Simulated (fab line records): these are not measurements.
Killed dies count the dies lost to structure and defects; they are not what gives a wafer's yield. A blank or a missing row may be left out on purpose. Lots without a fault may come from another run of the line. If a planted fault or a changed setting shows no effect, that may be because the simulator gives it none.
Matching of chambers / flow n5-finfet / N5_BEOL_M6_CURE_75 on uv-cure-02 has 3 sister chambers
The step cures SiCOH lowk, time 120 s. 22 wafers are shown with their chamber, then 11 later ones without.

== WAFERS WITH THEIR CHAMBER ==
wafer=L077.3; chamber=1; wafer_temp_C_max=371.5; lamp-power-pct (%)=52.36
wafer=L077.5; chamber=1; wafer_temp_C_max=371.1; lamp-power-pct (%)=52.27
wafer=L077.6; chamber=1; wafer_temp_C_max=371.2; lamp-power-pct (%)=52.35
wafer=L079.2; chamber=0; wafer_temp_C_max=371.5; lamp-power-pct (%)=52.29
wafer=L079.3; chamber=0; wafer_temp_C_max=371.7; lamp-power-pct (%)=52.35
wafer=L079.6; chamber=0; wafer_temp_C_max=371.9; lamp-power-pct (%)=52.27
wafer=L085.2; chamber=2; wafer_temp_C_max=373.6; lamp-power-pct (%)=52.38
wafer=L085.3; chamber=2; wafer_temp_C_max=373.6; lamp-power-pct (%)=52.25
wafer=L085.5; chamber=2; wafer_temp_C_max=373.4; lamp-power-pct (%)=52.35
wafer=L086.1; chamber=0; wafer_temp_C_max=370.9; lamp-power-pct (%)=52.41
wafer=L086.4; chamber=0; wafer_temp_C_max=371.5; lamp-power-pct (%)=52.24
wafer=L086.6; chamber=0; wafer_temp_C_max=371.5; lamp-power-pct (%)=52.26
wafer=L090.1; chamber=2; wafer_temp_C_max=374.1; lamp-power-pct (%)=52.33
wafer=L090.2; chamber=2; wafer_temp_C_max=373.3; lamp-power-pct (%)=52.31
wafer=L090.6; chamber=2; wafer_temp_C_max=373.2; lamp-power-pct (%)=52.23
wafer=L092.1; chamber=0; wafer_temp_C_max=372.2; lamp-power-pct (%)=52.37
wafer=L092.2; chamber=0; wafer_temp_C_max=371.9; lamp-power-pct (%)=52.36
wafer=L092.6; chamber=0; wafer_temp_C_max=371.8; lamp-power-pct (%)=52.26
wafer=L092.3; chamber=0; wafer_temp_C_max=372.1; lamp-power-pct (%)=52.35
wafer=L092.4; chamber=0; wafer_temp_C_max=372.3; lamp-power-pct (%)=52.31
wafer=L092.5; chamber=0; wafer_temp_C_max=372.2; lamp-power-pct (%)=52.31
wafer=L093.1; chamber=1; wafer_temp_C_max=371.3; lamp-power-pct (%)=52.27

SIGNATURES (means of the wafers above)
reading=wafer_temp_C_max; chamber 0=371.792; chamber 1=371.275; chamber 2=373.533; scatter within a chamber=0.353
reading=lamp-power-pct; chamber 0=52.3150; chamber 1=52.3125; chamber 2=52.3083; scatter within a chamber=0.0538
Rule: for each reading, subtract the chamber's mean from the wafer's reading, divide by that reading's scatter and square the result; add these up over the readings and take the root, which gives the wafer's distance from the chamber. If the next closest chamber is less than 2 further off than the closest, the wafer can't be placed; otherwise it belongs to the closest. The scatter: the root of (the sum of the squares of (reading less its chamber's mean) over the shown wafers, divided by (wafers less chambers)).

== WAFERS MISSING THEIR CHAMBER ==
wafer=L093.4; wafer_temp_C_max=371.6; lamp-power-pct (%)=52.32
wafer=L093.5; wafer_temp_C_max=371.0; lamp-power-pct (%)=52.31
wafer=L096.1; wafer_temp_C_max=373.0; lamp-power-pct (%)=52.37
wafer=L096.4; wafer_temp_C_max=373.1; lamp-power-pct (%)=52.35
wafer=L096.6; wafer_temp_C_max=373.2; lamp-power-pct (%)=52.34
wafer=L096.2; wafer_temp_C_max=373.2; lamp-power-pct (%)=52.31
wafer=L096.3; wafer_temp_C_max=373.8; lamp-power-pct (%)=52.30
wafer=L096.5; wafer_temp_C_max=373.7; lamp-power-pct (%)=52.33
wafer=L097.1; wafer_temp_C_max=372.0; lamp-power-pct (%)=52.23
wafer=L097.3; wafer_temp_C_max=371.8; lamp-power-pct (%)=52.31
wafer=L097.5; wafer_temp_C_max=372.0; lamp-power-pct (%)=52.32

== CHAMBER TAKEN BY EACH ==
wafer=L093.4; from the rows above=can't be placed: 0 or 1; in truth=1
wafer=L093.5; from the rows above=can't be placed: 1 or 0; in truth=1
wafer=L096.1; from the rows above=can't be placed: 2 or 0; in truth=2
wafer=L096.4; from the rows above=2; in truth=2
wafer=L096.6; from the rows above=2; in truth=2
wafer=L096.2; from the rows above=2; in truth=2
wafer=L096.3; from the rows above=2; in truth=2
wafer=L096.5; from the rows above=2; in truth=2
wafer=L097.1; from the rows above=can't be placed: 0 or 1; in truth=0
wafer=L097.3; from the rows above=can't be placed: 0 or 1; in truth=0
wafer=L097.5; from the rows above=can't be placed: 0 or 1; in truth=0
Correct placement for 5 of the 11. Cannot be placed on the basis of these rows: 6; the candidates contain the true chamber in 6. Number placed wrongly: 0.
